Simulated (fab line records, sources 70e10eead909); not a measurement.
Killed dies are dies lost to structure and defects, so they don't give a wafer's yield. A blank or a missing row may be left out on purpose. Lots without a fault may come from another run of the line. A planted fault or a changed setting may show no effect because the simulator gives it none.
A struck lot beside a sound one | flow nand_harc | 14 steps out of a route of 1302
Sound: wafers L806.2, L806.4, L806.6. Struck: wafers L810.2, L810.4, L810.6. The cause comes at the end.
At each step with rows: each side's tool, then ch and its chambers, then its first start. Under that, the readings that differ: sound wafers | struck wafers | difference of the means | sigmas: that difference in standard deviations of wafers without a fault.
alike: readings whose means differ by less than 2 such deviations, and words and numbers that are the same on both sides. not compared: withheld readings, readings that some wafer has no value for, bounds like >300 that may hide the same value, and numbers for which the record gives no deviation and whose values overlap.
The two part at a step that has a row with sigmas, a row that says differs or no value, or rows on one side only. Numbers that don't overlap but have no deviation are shown without sigmas and don't part them. A reading that every wafer of one side lacks parts them only if that side has two wafers or more.

NHARC_A_WL_FILL_STRIP_27: strips in N2/H2, time 20 s.
  sound on plasma_asher-01 ch 0, day 20 21:28; struck on plasma_asher-02 ch 0,1, day 22 16:28
  reading                     | sound       | struck      | difference | sigmas
  drypump_motor_current_A (A) | 5.0 5.1 5.1 | 6.0 6.2 6.2 | +1.1       | +2
  alike: heater_power_w
  not compared: rf_hours_counter_h
then, 4 steps without rows for these wafers: NHARC_A_WL_FILL_STRIP_28 (strips in post etch residue remover, time 1200 s); NHARC_A_WL_FILL_PRECLEAN_06 (cleans in DIW, time 300 s); NHARC_A_WL_FILL_SRD_07; NHARC_A_WL_FILL_ANNEAL_08 (time 1800 s).
NHARC_A_WL_FILL_ALD_10: deposits SiO2, target thk 50 nm, pulse time 10 s, ald cycles 500.
  sound on ald_hk-03 ch 0,1, day 21 02:20; struck on ald_hk-04 ch 1,2,3, day 22 22:16
  alike: heater_power_w, precursor_pulse_height_rel
then, 1 step without rows for these wafers: NHARC_A_WL_FILL_ETCHBACK_16 (etches the open film in C4F8/O2/Ar, target depth 120 nm, time 24 s).
NHARC_A_WL_FILL_STRIP_29: strips in O2, time 20 s.
  sound on rie_diel-02 ch 0,1,3, day 21 07:08; struck on rie_diel-10 ch 0,2, day 23 02:32
  alike: drypump_motor_current_A, oes_product_au, rf_vpp_V, showerhead_plenum_p_Torr, throttle_valve_pct
  not compared: rf_hours_counter_h
NHARC_A_WL_FILL_ETCHBACK_17: etches the open film in Cl2/BCl3, target depth 4 nm, time 26.7 s.
  sound on rie_metal-01 ch 0, day 21 07:16; struck on rie_metal-01 ch 0,1, day 23 02:37
  alike: drypump_motor_current_A, oes_product_au
  not compared: rf_hours_counter_h
then, 2 steps without rows for these wafers: NHARC_A_WL_FILL_PRECLEAN_18 (cleans in dHF, time 30 s); NHARC_A_WL_FILL_SRD_21.
NHARC_A_WL_FILL_CVD_23: deposits poly-Si, target thk 40 nm, time 800 s.
  sound on lpcvd_poly-01 ch 0, day 21 09:59; struck on lpcvd_poly-03 ch 0, day 24 11:13
  alike: spike_tc_bottom_C
NHARC_A_WL_FILL_ETCHBACK_26: etches the open film in HBr, target depth 52 nm, time 13.3 s.
  sound on rie_si-06 ch 0,2,3, day 21 12:36; struck on rie_si-03 ch 0,3, day 24 13:47
  alike: drypump_motor_current_A, hbr_flow_sccm, oes_product_au, rf_fwd_power_W, throttle_valve_pct
  not compared: rf_hours_counter_h
then, 1 step without rows for these wafers: NHARC_END_SORT_01.

WHERE THEY PART
Only at NHARC_A_WL_FILL_STRIP_27, within this record. Later steps at which nothing parts them and some readings are alike: NHARC_A_WL_FILL_ALD_10, NHARC_A_WL_FILL_STRIP_29, NHARC_A_WL_FILL_ETCHBACK_17, NHARC_A_WL_FILL_CVD_23, NHARC_A_WL_FILL_ETCHBACK_26.

WHY: what the simulator had put in
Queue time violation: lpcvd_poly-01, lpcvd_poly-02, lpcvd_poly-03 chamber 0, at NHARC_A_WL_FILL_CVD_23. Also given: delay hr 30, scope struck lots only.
